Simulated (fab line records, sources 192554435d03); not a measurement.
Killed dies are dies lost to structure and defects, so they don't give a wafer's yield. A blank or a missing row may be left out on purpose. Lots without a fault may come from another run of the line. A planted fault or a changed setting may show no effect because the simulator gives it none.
Which tool did it? | flow n5_finfet | 23 lots, 69 wafers sampled, at 6 steps of a route of 1938

WHAT THE GAUGES READ, wafer by wafer
N5_BEOL_M13_THK_MEAS_01.
lot  | measured     | on            | M13_ILD_THK (nm)
L074 | day 12 11:46 | film_metro-02 | 839 840 846
L075 | day 13 19:44 | film_metro-02 | 831 845 840
L076 | day 14 02:42 | film_metro-01 | 830 846 853
L077 | day 14 07:44 | film_metro-01 | 838 833 840
L078 | day 14 20:28 | film_metro-01 | 830 825 835
L080 | day 14 23:56 | film_metro-01 | 822 836 843
L081 | day 15 06:20 | film_metro-02 | 837 817 844
L083 | day 15 07:13 | film_metro-01 | 847 850 840
L082 | day 15 14:04 | film_metro-02 | 841 853 838
L084 | day 15 15:52 | film_metro-02 | 822 849 851
L086 | day 16 02:31 | film_metro-01 | 821 828 831
L092 | day 16 04:30 | film_metro-01 | 834 829 847
L085 | day 16 12:07 | film_metro-01 | 841 851 848
L088 | day 16 22:08 | film_metro-02 | 833 846 844
L087 | day 17 03:07 | film_metro-02 | 836 853 851
L089 | day 17 03:31 | film_metro-02 | 829 845 845
L090 | day 17 09:46 | film_metro-02 | 822 840 837
L091 | day 17 16:00 | film_metro-02 | 834 829 842
L097 | day 18 18:53 | film_metro-01 | 832 825 838
L096 | day 18 19:32 | film_metro-01 | 832 828 845
L079 | day 18 19:35 | film_metro-02 | 827 816 836
L094 | day 19 12:31 | film_metro-02 | 821 835 840
L095 | day 19 18:24 | film_metro-02 | 835 838 832

WHICH TOOL RAN EACH LOT (tool, then ch and the chambers of the sampled wafers, then the start)
lot  | N5_BEOL_M11_ETCH_66                | N5_BEOL_M12_ILD_DEP_00          | N5_BEOL_M12_ETCH_59                | N5_BEOL_M12_STRIP_63                 | N5_BEOL_M12_DEP_53
L074 | rie_diel-03 ch 2,3, day 12 00:30   | pecvd-02 ch 0,1, day 12 05:10   | rie_diel-04 ch 0,3, day 12 05:52   | plasma_asher-02 ch 0,1, day 12 06:08 | pecvd-04 ch 0,1,2, day 12 11:28
L075 | rie_diel-01 ch 0,1,3, day 13 09:19 | pecvd-02 ch 0,1,2, day 13 13:38 | rie_diel-05 ch 0,3, day 13 14:30   | plasma_asher-02 ch 0,1, day 13 14:45 | pecvd-01 ch 0,2, day 13 19:28
L076 | rie_diel-01 ch 0,2, day 13 17:28   | pecvd-02 ch 0,2, day 13 21:49   | rie_diel-02 ch 0,1,2, day 13 22:24 | plasma_asher-02 ch 0,1, day 13 22:39 | pecvd-04 ch 0,1, day 14 02:25
L077 | rie_diel-03 ch 0,2, day 13 23:53   | pecvd-02 ch 0,1,2, day 14 03:05 | rie_diel-04 ch 0,2, day 14 03:40   | plasma_asher-01 ch 0,1, day 14 03:55 | pecvd-01 ch 1,2, day 14 07:26
L078 | rie_diel-03 ch 0,1,3, day 14 08:58 | pecvd-04 ch 0,1, day 14 12:17   | rie_diel-04 ch 0,2,3, day 14 12:58 | plasma_asher-01 ch 0,1, day 14 13:13 | pecvd-04 ch 0,1,2, day 14 20:11
L080 | rie_diel-06 ch 1,2,3, day 14 16:47 | pecvd-04 ch 1,2, day 14 19:48   | rie_diel-02 ch 0,1,2, day 14 20:21 | plasma_asher-02 ch 0,1, day 14 20:36 | pecvd-02 ch 0,1,2, day 14 23:39
L081 | rie_diel-06 ch 0,1,3, day 14 19:05 | pecvd-04 ch 0,1,2, day 14 23:02 | rie_diel-05 ch 1,3, day 14 23:36   | plasma_asher-02 ch 0,1, day 14 23:51 | pecvd-02 ch 0,1, day 15 06:03
L083 | rie_diel-03 ch 2,3, day 14 22:26   | pecvd-02 ch 1,2, day 15 01:25   | rie_diel-02 ch 1,2, day 15 01:59   | plasma_asher-01 ch 0,1, day 15 02:14 | pecvd-04 ch 0,1, day 15 06:56
L082 | rie_diel-06 ch 0,1,3, day 15 04:38 | pecvd-01 ch 0,1,2, day 15 08:38 | rie_diel-02 ch 0,1, day 15 09:11   | plasma_asher-02 ch 0,1, day 15 09:28 | pecvd-02 ch 0,1,2, day 15 13:47
L084 | rie_diel-01 ch 0,2,3, day 15 06:09 | pecvd-04 ch 0,2, day 15 09:24   | rie_diel-05 ch 1,3, day 15 09:58   | plasma_asher-02 ch 0,1, day 15 10:14 | pecvd-02 ch 0,2, day 15 15:35
L086 | rie_diel-06 ch 1,2, day 15 17:15   | pecvd-01 ch 0,1, day 15 20:55   | rie_diel-02 ch 1,3, day 15 21:38   | plasma_asher-01 ch 1, day 15 21:53   | pecvd-04 ch 1,2, day 16 02:14
L092 | rie_diel-03 ch 0,2,3, day 15 17:40 | pecvd-01 ch 1,2, day 15 22:05   | rie_diel-05 ch 1,2,3, day 15 22:39 | plasma_asher-01 ch 0,1, day 15 22:54 | pecvd-04 ch 1,2, day 16 04:14
L085 | rie_diel-06 ch 0,2,3, day 15 21:17 | pecvd-02 ch 1,2, day 16 00:54   | rie_diel-05 ch 0,1, day 16 01:28   | plasma_asher-01 ch 0,1, day 16 01:44 | pecvd-04 ch 0,1,2, day 16 11:50
L088 | rie_diel-03 ch 2,3, day 16 11:35   | pecvd-02 ch 0,1, day 16 15:07   | rie_diel-04 ch 0,1, day 16 15:54   | plasma_asher-02 ch 0,1, day 16 16:10 | pecvd-01 ch 0,1, day 16 21:52
L087 | rie_diel-03 ch 0,1,2, day 16 18:29 | pecvd-04 ch 0,1,2, day 16 21:43 | rie_diel-04 ch 0,2,3, day 16 22:24 | plasma_asher-02 ch 0,1, day 16 22:41 | pecvd-02 ch 0,2, day 17 02:36
L089 | rie_diel-06 ch 0,1,3, day 16 18:35 | pecvd-04 ch 0,2, day 16 21:53   | rie_diel-02 ch 1,3, day 16 22:35   | plasma_asher-01 ch 0,1, day 16 22:50 | pecvd-01 ch 0,1, day 17 03:14
L090 | rie_diel-03 ch 0,2,3, day 16 23:10 | pecvd-02 ch 2, day 17 03:10     | rie_diel-04 ch 0,2,3, day 17 03:47 | plasma_asher-01 ch 0,1, day 17 04:02 | pecvd-04 ch 0,2, day 17 09:26
L091 | rie_diel-06 ch 0,1,3, day 16 23:13 | pecvd-01 ch 0,1,2, day 17 03:19 | rie_diel-05 ch 0,1,2, day 17 04:01 | plasma_asher-01 ch 0,1, day 17 04:31 | pecvd-02 ch 0,2, day 17 15:43
L097 | rie_diel-03 ch 0,1,2, day 18 10:02 | pecvd-04 ch 0,1,2, day 18 13:35 | rie_diel-04 ch 0,1, day 18 14:08   | plasma_asher-01 ch 0,1, day 18 14:23 | pecvd-01 ch 0,1,2, day 18 18:37
L096 | rie_diel-06 ch 0,1, day 18 10:32   | pecvd-02 ch 0,2, day 18 14:12   | rie_diel-04 ch 1,2,3, day 18 14:53 | plasma_asher-01 ch 0,1, day 18 15:08 | pecvd-02 ch 0,1, day 18 19:16
L079 | rie_diel-06 ch 2,3, day 18 11:01   | pecvd-04 ch 0,1,2, day 18 14:18 | rie_diel-04 ch 0,1,2, day 18 15:09 | plasma_asher-01 ch 0,1, day 18 15:24 | pecvd-01 ch 0,1, day 18 19:18
L094 | rie_diel-01 ch 0,2, day 19 02:57   | pecvd-02 ch 0,1,2, day 19 07:07 | rie_diel-02 ch 0,1,3, day 19 07:55 | plasma_asher-01 ch 0,1, day 19 08:10 | pecvd-01 ch 0,1,2, day 19 12:11
L095 | rie_diel-01 ch 0,1,2, day 19 09:14 | pecvd-01 ch 0,1, day 19 12:22   | rie_diel-05 ch 0,1,2, day 19 12:55 | plasma_asher-01 ch 0, day 19 13:10   | pecvd-02 ch 0,1, day 19 18:07
- N5_BEOL_M11_ETCH_66: etches SOC in N2/H2, target depth 120 nm, overetch 24 nm, time 180 s.
- N5_BEOL_M12_ILD_DEP_00: deposits SiOC from DEMS/O2, target thk 658.92 nm, time 130.7 s.
- N5_BEOL_M12_ETCH_59: etches BARC in N2/H2, target depth 89 nm, overetch 26.7 nm, time 67.9 s.
- N5_BEOL_M12_STRIP_63: strips in N2/H2.
- N5_BEOL_M12_DEP_53: deposits SiCN from 3MS/NH3, target thk 30 nm, time 10.5 s.

WHAT THE TOOLS THEMSELVES READ (means of the sampled wafers that have a number; where no wafer has one, the mark that the record gives instead)
N5_BEOL_M11_ETCH_66.
lot  | tool        | drypump_motor_current_A (A) | oes_product_au (a.u.) | rf_fwd_power_W (W) | rf_vpp_V (V) | showerhead_plenum_p_Torr (Torr) | throttle_valve_pct (%)
L074 | rie_diel-03 | 5.3                         | 0.66                  | 837.0              | 525.6        | 2.60                            | 17.89
L075 | rie_diel-01 | 6.3                         | 0.64                  | 838.4              | 522.9        | 2.48                            | 17.96
L076 | rie_diel-01 | 6.5                         | 0.64                  | 836.5              | 524.0        | 2.52                            | 18.15
L077 | rie_diel-03 | 5.4                         | 0.58                  | 837.2              | 524.6        | 2.54                            | 18.02
L078 | rie_diel-03 | 5.7                         | 0.60                  | 833.9              | 522.1        | 2.50                            | 17.89
L080 | rie_diel-06 | 5.6                         | 0.65                  | 836.5              | 523.9        | 2.52                            | 17.91
L081 | rie_diel-06 | 5.6                         | 0.69                  | 836.6              | 526.3        | 2.58                            | 17.87
L083 | rie_diel-03 | 5.1                         | 0.62                  | 835.3              | 525.5        | 2.61                            | 17.92
L082 | rie_diel-06 | 5.6                         | 0.69                  | 836.1              | 524.5        | 2.58                            | 17.88
L084 | rie_diel-01 | 6.4                         | 0.66                  | 835.9              | 523.3        | 2.53                            | 18.05
L086 | rie_diel-06 | 5.6                         | 0.67                  | 837.2              | 523.8        | 2.53                            | 17.75
L092 | rie_diel-03 | 5.3                         | 0.61                  | 837.6              | 524.8        | 2.57                            | 17.99
L085 | rie_diel-06 | 6.0                         | 0.65                  | 835.6              | 523.1        | 2.53                            | 18.02
L088 | rie_diel-03 | 5.1                         | 0.61                  | 834.2              | 525.7        | 2.60                            | 17.94
L087 | rie_diel-03 | 5.5                         | 0.57                  | 840.9              | 523.4        | 2.51                            | 17.91
L089 | rie_diel-06 | 5.6                         | 0.68                  | 837.6              | 525.0        | 2.58                            | 17.91
L090 | rie_diel-03 | 5.3                         | 0.60                  | 836.3              | 524.3        | 2.56                            | 18.02
L091 | rie_diel-06 | 5.6                         | 0.67                  | 834.5              | 524.9        | 2.58                            | 17.90
L097 | rie_diel-03 | 5.6                         | 0.64                  | 837.9              | 523.2        | 2.51                            | 17.79
L096 | rie_diel-06 | 6.0                         | 0.70                  | 837.5              | 524.7        | 2.59                            | 17.84
L079 | rie_diel-06 | 6.0                         | 0.58                  | 835.6              | 521.0        | 2.46                            | 18.10
L094 | rie_diel-01 | 6.5                         | 0.61                  | 834.2              | 522.6        | 2.51                            | 18.21
L095 | rie_diel-01 | 6.5                         | 0.60                  | 835.1              | 523.1        | 2.54                            | 18.12

N5_BEOL_M12_ILD_DEP_00.
lot  | tool     | heater_power_w (W) | rf_fwd_power_W (W) | showerhead_plenum_p_Torr (Torr) | throttle_valve_pct (%)
L074 | pecvd-02 | 473                | 498.0              | 5.673                           | 12.1
L075 | pecvd-02 | 539                | 497.0              | 5.680                           | 12.0
L076 | pecvd-02 | 538                | 497.5              | 5.683                           | 12.1
L077 | pecvd-02 | 528                | 498.3              | 5.683                           | 12.0
L078 | pecvd-04 | 486                | 498.5              | 5.698                           | 12.1
L080 | pecvd-04 | 585                | 496.9              | 5.691                           | 12.1
L081 | pecvd-04 | 496                | 500.1              | 5.685                           | 12.0
L083 | pecvd-02 | 596                | 496.7              | 5.684                           | 11.8
L082 | pecvd-01 | 508                | 500.0              | 5.678                           | 11.6
L084 | pecvd-04 | 459                | 497.9              | 5.696                           | 11.9
L086 | pecvd-01 | 547                | 497.1              | 5.686                           | 11.8
L092 | pecvd-01 | 554                | 499.4              | 5.676                           | 11.9
L085 | pecvd-02 | 594                | 496.9              | 5.691                           | 11.9
L088 | pecvd-02 | 504                | 495.1              | 5.677                           | 12.0
L087 | pecvd-04 | 472                | 498.5              | 5.689                           | 12.0
L089 | pecvd-04 | 458                | 499.4              | 5.693                           | 11.9
L090 | pecvd-02 | 655                | 496.9              | 5.697                           | 12.0
L091 | pecvd-01 | 488                | 497.0              | 5.680                           | 11.5
L097 | pecvd-04 | 495                | 498.6              | 5.690                           | 12.0
L096 | pecvd-02 | 597                | 498.0              | 5.690                           | 12.1
L079 | pecvd-04 | 473                | 497.0              | 5.701                           | 12.1
L094 | pecvd-02 | 513                | 497.7              | 5.685                           | 11.6
L095 | pecvd-01 | 562                | 497.7              | 5.680                           | 11.9

N5_BEOL_M12_ETCH_59.
lot  | tool        | drypump_motor_current_A (A) | oes_product_au (a.u.) | rf_fwd_power_W (W) | rf_vpp_V (V) | showerhead_plenum_p_Torr (Torr) | throttle_valve_pct (%)
L074 | rie_diel-04 | 5.6                         | 0.65                  | 835.9              | 524.3        | 2.57                            | 17.92
L075 | rie_diel-05 | 5.9                         | 0.61                  | 832.1              | 524.9        | 2.56                            | 17.93
L076 | rie_diel-02 | 5.6                         | 0.62                  | 831.3              | 523.1        | 2.53                            | 18.05
L077 | rie_diel-04 | 6.1                         | 0.71                  | 835.2              | 523.0        | 2.50                            | 17.64
L078 | rie_diel-04 | 5.9                         | 0.71                  | 832.1              | 523.6        | 2.53                            | 17.73
L080 | rie_diel-02 | 5.6                         | 0.62                  | 830.3              | 523.7        | 2.52                            | 18.07
L081 | rie_diel-05 | 6.0                         | 0.65                  | 829.3              | 522.5        | 2.51                            | 17.67
L083 | rie_diel-02 | 5.2                         | 0.59                  | 833.1              | 523.3        | 2.51                            | 18.22
L082 | rie_diel-02 | 5.9                         | 0.61                  | 830.4              | 523.4        | 2.52                            | 18.02
L084 | rie_diel-05 | 5.8                         | 0.62                  | 828.2              | 524.5        | 2.57                            | 17.80
L086 | rie_diel-02 | 5.7                         | 0.64                  | 833.0              | 523.2        | 2.54                            | 18.00
L092 | rie_diel-05 | 5.8                         | 0.70                  | 834.4              | 523.3        | 2.53                            | 17.62
L085 | rie_diel-05 | 6.2                         | 0.65                  | 831.8              | 521.8        | 2.47                            | 17.72
L088 | rie_diel-04 | 5.8                         | 0.74                  | 835.0              | 523.3        | 2.53                            | 17.55
L087 | rie_diel-04 | 5.9                         | 0.77                  | 832.6              | 523.5        | 2.53                            | 17.62
L089 | rie_diel-02 | 5.7                         | 0.64                  | 830.9              | 523.4        | 2.53                            | 18.01
L090 | rie_diel-04 | 5.8                         | 0.77                  | 832.0              | 523.5        | 2.52                            | 17.62
L091 | rie_diel-05 | 6.1                         | 0.68                  | 832.8              | 522.8        | 2.49                            | 17.65
L097 | rie_diel-04 | 5.8                         | 0.72                  | 835.0              | 522.4        | 2.52                            | 17.57
L096 | rie_diel-04 | 5.7                         | 0.76                  | 834.1              | 524.2        | 2.55                            | 17.63
L079 | rie_diel-04 | 5.8                         | 0.74                  | 836.6              | 522.5        | 2.52                            | 17.56
L094 | rie_diel-02 | 5.9                         | 0.72                  | 830.9              | 524.1        | 2.54                            | 17.82
L095 | rie_diel-05 | 6.0                         | 0.66                  | 831.2              | 521.7        | 2.48                            | 17.69

N5_BEOL_M12_STRIP_63.
lot  | tool            | drypump_motor_current_A (A) | heater_power_w (W) | oes_product_au (a.u.) | strip_time_to_endpoint_s (s)
L074 | plasma_asher-02 | 5.34                        | 363                | 0.695                 | 42.8
L075 | plasma_asher-02 | 5.38                        | 356                | 0.692                 | 42.7
L076 | plasma_asher-02 | 5.37                        | 353                | 0.690                 | 42.9
L077 | plasma_asher-01 | 5.22                        | 332                | 0.693                 | 42.6
L078 | plasma_asher-01 | 5.22                        | 338                | 0.697                 | 42.2
L080 | plasma_asher-02 | 5.36                        | 366                | 0.696                 | 42.7
L081 | plasma_asher-02 | 5.36                        | 357                | 0.694                 | 42.7
L083 | plasma_asher-01 | 5.08                        | 321                | 0.688                 | 42.6
L082 | plasma_asher-02 | 5.33                        | 365                | 0.697                 | 44.1
L084 | plasma_asher-02 | 5.35                        | 369                | 0.688                 | 42.5
L086 | plasma_asher-01 | 4.90                        | 308                | 0.692                 | 42.9
L092 | plasma_asher-01 | 5.24                        | 336                | 0.695                 | 43.3
L085 | plasma_asher-01 | 5.06                        | 321                | 0.691                 | 42.0
L088 | plasma_asher-02 | 5.34                        | 361                | 0.688                 | 42.6
L087 | plasma_asher-02 | 5.38                        | 357                | 0.692                 | 42.2
L089 | plasma_asher-01 | 5.20                        | 339                | 0.691                 | 42.4
L090 | plasma_asher-01 | 5.20                        | 330                | 0.690                 | 42.3
L091 | plasma_asher-01 | 5.22                        | 336                | 0.692                 | 42.8
L097 | plasma_asher-01 | 5.03                        | 318                | 0.693                 | 43.2
L096 | plasma_asher-01 | 5.04                        | 320                | 0.692                 | 42.9
L079 | plasma_asher-01 | 5.07                        | 325                | 0.693                 | 42.9
L094 | plasma_asher-01 | 5.07                        | 318                | 0.695                 | 42.9
L095 | plasma_asher-01 | 5.41                        | 341                | 0.691                 | 43.1

N5_BEOL_M12_DEP_53.
lot  | tool     | rf_fwd_power_W (W) | showerhead_plenum_p_Torr (Torr) | throttle_valve_pct (%)
L074 | pecvd-04 | 666                | 4.159                           | 18.1
L075 | pecvd-01 | 662                | 4.140                           | 17.2
L076 | pecvd-04 | 667                | 4.164                           | 18.3
L077 | pecvd-01 | 664                | 4.137                           | 17.6
L078 | pecvd-04 | 667                | 4.153                           | 18.3
L080 | pecvd-02 | 666                | 4.145                           | 18.0
L081 | pecvd-02 | 664                | 4.124                           | 18.2
L083 | pecvd-04 | 668                | 4.160                           | 18.2
L082 | pecvd-02 | 662                | 4.139                           | 18.3
L084 | pecvd-02 | 668                | 4.150                           | 18.1
L086 | pecvd-04 | 666                | 4.161                           | 18.2
L092 | pecvd-04 | 666                | 4.160                           | 18.3
L085 | pecvd-04 | 667                | 4.158                           | 18.0
L088 | pecvd-01 | 666                | 4.160                           | 17.1
L087 | pecvd-02 | 666                | 4.150                           | 18.2
L089 | pecvd-01 | 668                | 4.147                           | 17.9
L090 | pecvd-04 | 667                | 4.154                           | 18.0
L091 | pecvd-02 | 666                | 4.153                           | 18.0
L097 | pecvd-01 | 667                | 4.143                           | 17.4
L096 | pecvd-02 | 662                | 4.127                           | 17.0
L079 | pecvd-01 | 666                | 4.165                           | 17.1
L094 | pecvd-01 | 667                | 4.146                           | 17.6
L095 | pecvd-02 | 661                | 4.127                           | 17.0

THE ANSWER, worked out from the rows above alone
Rule: what is usual is taken from the lots themselves. Put in order of their means at a reading, lots are off if they are a third of the lots or fewer, leave a main group of 4 or more, and stand apart from it by a gap of 3 or more times the standard deviation of the main group's means; of several such gaps the widest counts. A main group whose means are all the same, to the digits that the tables above print for the reading, isn't used. A lot without any number at a reading at which 4 lots or more have one is off too. The other lots that the step has rows for count as sound. The gauges are gone through in route order, then the tools' own readings, and for those a lot's mean is taken as printed above. The first step at which some lot is off is used, and at that step the reading that is off furthest; a lot without a number counts as furthest.
No lot is off at any reading shown: from this, nothing can be told.

WHAT THE SIMULATOR HAD PUT IN
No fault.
